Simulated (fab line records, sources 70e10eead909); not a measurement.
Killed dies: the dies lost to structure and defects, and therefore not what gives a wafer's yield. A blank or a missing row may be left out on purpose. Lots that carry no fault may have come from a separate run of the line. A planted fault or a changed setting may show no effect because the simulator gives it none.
A lot that was struck, set against a sound lot	flow nand harc	43 steps out of a route of 1159
Sound: the wafers L438.1, L438.4, L438.6. Struck: wafers L427.4, L427.6 (left out: L427.5, a lot-mate that was not struck); the cause follows at the end.
For every step that has rows: the tool of each side, followed by ch and its chambers, followed by its first start. Under that, the readings that differ: sound wafers	struck wafers	difference of the means	sigmas: that difference in standard deviations of wafers without a fault.
alike: words and numbers the same on both sides, and readings whose means are apart by under 2 such deviations; not compared: readings that were withheld, readings missing a value for some wafer, numbers with overlapping values and no deviation given by the record, and bounds like >300 which may hide the same value.
The two part at a step that has a row with sigmas, a row that says differs or no value, or rows on one side only. Numbers that don't overlap but have no deviation are shown without sigmas and don't part them. Lack of a reading on every wafer of one side parts them only where that side has two or more wafers.

first, 6 steps without rows for these wafers: NHARC_THIN_TSV_COAT_06; NHARC_THIN_TSV_SOFTBAKE_07 (time 95 s); NHARC_THIN_TSV_EBR_08; NHARC_THIN_TSV_EXPOSE_09 (exposes mask TSV); NHARC_THIN_TSV_PEB_10 (peb time 85 s); NHARC_THIN_TSV_DEVELOP_11 (time 70 s).
NHARC_THIN_TSV_CD_MEAS_12: the cd target is 1000 nm.
  sound on cd sem-01 ch 0, day 23 07:59; struck on cd sem-01 ch 0, day 21 03:11
  alike: cd nm
then, 4 steps without rows for these wafers: NHARC_THIN_TSV_HARDBAKE_13 (time 80 s); NHARC_THIN_TSV_DESCUM_14 (chemistry O2, time 3 s); NHARC_THIN_TSV_ETCH_44 (etches the open film in CF4/O2, target depth 1594.2 nm, time 797.1 s); NHARC_THIN_TSV_ETCH_15 (target depth 3000 nm, bosch target overetch cycles 2, bosch etch step 2.8 s).
NHARC_THIN_TSV_CD_MEAS_16:
  sound on cd sem-03 at day 23 09:25; struck on cd sem-03 at day 21 04:09
  alike: cd nm
NHARC_THIN_TSV_STRIP_45: strips in O2.
  sound on plasma asher-01 ch 0,1, day 23 09:32; struck on plasma asher-01 ch 0, day 21 04:21
  alike: drypump motor current A, heater power w
  not compared: rf hours counter h
then, 3 steps without rows for these wafers: NHARC_THIN_TSV_STRIP_46 (strips in post etch residue remover, time 1200 s); NHARC_THIN_TSV_DEP_47 (deposits SiO2, target thk 200 nm); NHARC_THIN_TSV_ETCHBACK_48 (etches the open film in C4F8/Ar, target depth 1028.5 nm, time 405.17 s).
NHARC_THIN_TSV_STRIP_62: strips in N2/H2, time 20 s.
  sound on plasma asher-01 ch 0,1, day 23 11:16; struck on plasma asher-02 ch 1, day 21 05:50
  alike: drypump motor current A, heater power w
  not compared: rf hours counter h
then, 2 steps without rows for these wafers: NHARC_THIN_TSV_DEGAS_49 (time 120 s); NHARC_THIN_TSV_PRE_CLEAN_50 (time 30 s).
NHARC_THIN_TSV_PVD_19: deposits TaN, target thk 20 nm.
  sound on pvd sputter-03; struck on pvd sputter-02
  alike: throttle valve pct
NHARC_THIN_TSV_PVD_51: deposits Cu, target thk 100 nm.
  sound on pvd sputter-03; struck on pvd sputter-02
  alike: throttle valve pct
then, 1 step without rows for these wafers: NHARC_THIN_TSV_ECD_20 (material Cu, target thk 2000 nm).
NHARC_THIN_TSV_ANNEAL_52: time 90 s.
  sound on rtp anneal-02 ch 0, day 23 12:49; struck on rtp anneal-01 ch 0, day 21 07:28
  alike: wafer_temp_C_max
then, 2 steps without rows for these wafers: NHARC_THIN_TSV_CMP_21 (polishes, t overpolish 30 s, target thk 2000 nm); NHARC_THIN_TSV_SRD_23.
NHARC_THIN_TSV_DEGAS_53: time 60 s.
  sound on pvd sputter-02 at day 23 13:37; struck on pvd sputter-02 at day 21 08:07
  alike: heater power w
then, 11 steps without rows for these wafers: NHARC_THIN_TSV_PRE_CLEAN_54 (time 30 s); NHARC_THIN_TSV_PVD_55 (deposits TiN, target thk 50 nm); NHARC_THIN_TSV_PVD_24 (deposits Al, target thk 800 nm); NHARC_THIN_TSV_DEHYDRATE_25 (time 120 s); NHARC_THIN_TSV_HMDS_26 (time 30 s); NHARC_THIN_TSV_COAT_27; NHARC_THIN_TSV_SOFTBAKE_28 (time 95 s); NHARC_THIN_TSV_EBR_29; NHARC_THIN_TSV_EXPOSE_30 (exposes mask PAD); NHARC_THIN_TSV_PEB_31 (peb time 85 s); NHARC_THIN_TSV_DEVELOP_32 (time 70 s).
NHARC_THIN_TSV_CD_MEAS_33: the cd target is 5000 nm.
  sound on cd sem-03 ch 0, day 23 14:37; struck on cd sem-03 ch 0, day 21 09:10
  alike: cd nm
then, 3 steps without rows for these wafers: NHARC_THIN_TSV_HARDBAKE_34 (time 80 s); NHARC_THIN_TSV_DESCUM_35 (chemistry O2, time 3 s); NHARC_THIN_TSV_ETCH_59 (etches the open film in Cl2/BCl3, target depth 880 nm, time 138.1 s).
NHARC_END_WLT_00:
  sound on prober-01 at day 23 21:12; struck on prober-02 at day 22 12:16
reading	sound	struck	difference	sigmas
VT_DECK1_MIDDLE_INNER	0.885 0.886 0.897	0.910 0.903	+0.017	+2
  alike: VT_DECK1_BOTTOM, VT_DECK1_BOTTOM_INNER, VT_DECK1_MEDIAN_NEAR_BOTTOM, VT_DECK1_MEDIAN_NEAR_BOTTOM_INNER, VT_DECK1_MIDDLE, VT_DECK1_TOP, VT_DECK1_TOP_INNER
  not compared: hold
NHARC_END_SORT_01:
  sound on prober-01 ch 0, day 24 00:12; struck on prober-02 ch 0, day 22 22:04
reading	sound	struck	difference	sigmas
hold	- - -	await dispo/4.1h/release await dispo/4.1h/release	no value on the sound wafers	
defect limited yield (%)	95.9 97.3 96.9	89.8 89.2	-7.2	-5
killed at other	1 0 1	46 51	+48	+43
killed dies	28 18 21	69 73	+49	+4
sort_bin_2_pct (%)	0.7 0.9 0.3	4.0 3.8	+3.3	+5
sort_bin_3_pct (%)	0 0.15 0.30	3.10 3.25	+3.02	+14
sort n pass	649 659 656	608 604	-49	-4
sort rim yield pct (%)	95 97 98	81 80	-16	-5
sort yield pct (%)	95.9 97.3 96.9	89.8 89.2	-7.2	-5
  alike: killed at array, killed at periphery, killed open, killed short, sort_bin_4_pct

== WHERE THEY PART ==
Last at NHARC_END_SORT_01 as far as this record goes, first at NHARC_END_WLT_00.

WHY: what had been put in by the simulator
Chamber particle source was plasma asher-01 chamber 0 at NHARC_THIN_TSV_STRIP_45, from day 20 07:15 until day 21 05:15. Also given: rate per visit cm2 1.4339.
